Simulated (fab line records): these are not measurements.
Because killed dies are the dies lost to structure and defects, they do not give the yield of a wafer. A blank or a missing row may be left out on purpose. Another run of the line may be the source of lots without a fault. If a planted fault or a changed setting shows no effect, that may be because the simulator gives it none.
Chamber matching -- flow nand_harc -- rie_diel-09 running NHARC_A_WL_FILL_STRIP_29: 4 sister chambers
The step strips in O2, time 20 s. 14 wafers are shown with their chamber, then 7 later ones without.

WAFERS PAIRED WITH THEIR CHAMBERS
wafer,chamber,o2_flow_sccm (sccm),oes_product_au (a.u.),throttle_valve_pct (%)
L077.3,3,502.2,0.992,17.030
L077.4,0,500.6,0.987,17.024
L077.6,0,500.5,0.995,17.030
L078.2,0,499.4,0.982,17.042
L078.3,2,500.7,1.003,17.033
L078.5,0,501.2,0.982,17.026
L079.2,1,497.2,0.986,17.030
L079.3,2,498.8,1.017,17.033
L079.6,0,497.6,0.996,17.022
L085.1,0,497.1,0.994,17.030
L085.4,2,500.4,1.015,17.032
L085.5,0,498.4,1.002,17.031
L088.2,1,501.2,1.017,17.030
L088.3,2,500.6,1.006,17.034

SIGNATURES, as means of the wafers listed above
reading,chamber 0,chamber 1,chamber 2,chamber 3,scatter within a chamber
o2_flow_sccm,499.257,499.200,500.125,502.200,1.6
oes_product_au,0.99114,1.00150,1.01025,0.99200,0.00984
throttle_valve_pct,17.02929,17.03000,17.03300,17.03000,0.00509
Rule: for each reading, subtract the chamber's mean from the wafer's reading, divide by that reading's scatter and square the result; add these up over the readings and take the root, which gives the wafer's distance from the chamber. The wafer belongs to the nearest chamber; if the next one is less than 2 further off, it can't be placed. The scatter: take each reading less its chamber's mean, square it, sum over the shown wafers, divide by the number of wafers less the number of chambers, and take the root.

WAFERS MISSING THEIR CHAMBER
wafer,o2_flow_sccm (sccm),oes_product_au (a.u.),throttle_valve_pct (%)
L088.6,500.3,1.000,17.039
L092.1,500.5,1.015,17.038
L092.3,498.0,1.004,17.038
L092.4,499.4,0.997,17.039
L096.2,500.1,1.006,17.046
L096.4,497.6,1.003,17.045
L096.5,500.4,0.994,17.037

THE CHAMBER EACH PASSED THROUGH
wafer,from the rows above,in truth
L088.6,can't be placed: 2 or 1 or 0 or 3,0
L092.1,can't be placed: 2 or 1 or 3 or 0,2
L092.3,can't be placed: 1 or 2 or 0 or 3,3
L092.4,can't be placed: 1 or 2 or 0 or 3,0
L096.2,can't be placed: 2 or 1 or 0 or 3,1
L096.4,can't be placed: 2 or 1 or 0 or 3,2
L096.5,can't be placed: 0 or 1 or 3 or 2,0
0 of 7 placed correctly. Unplaceable from these rows: 7, with the true chamber sitting among the candidates in 7. 0 placed wrongly.
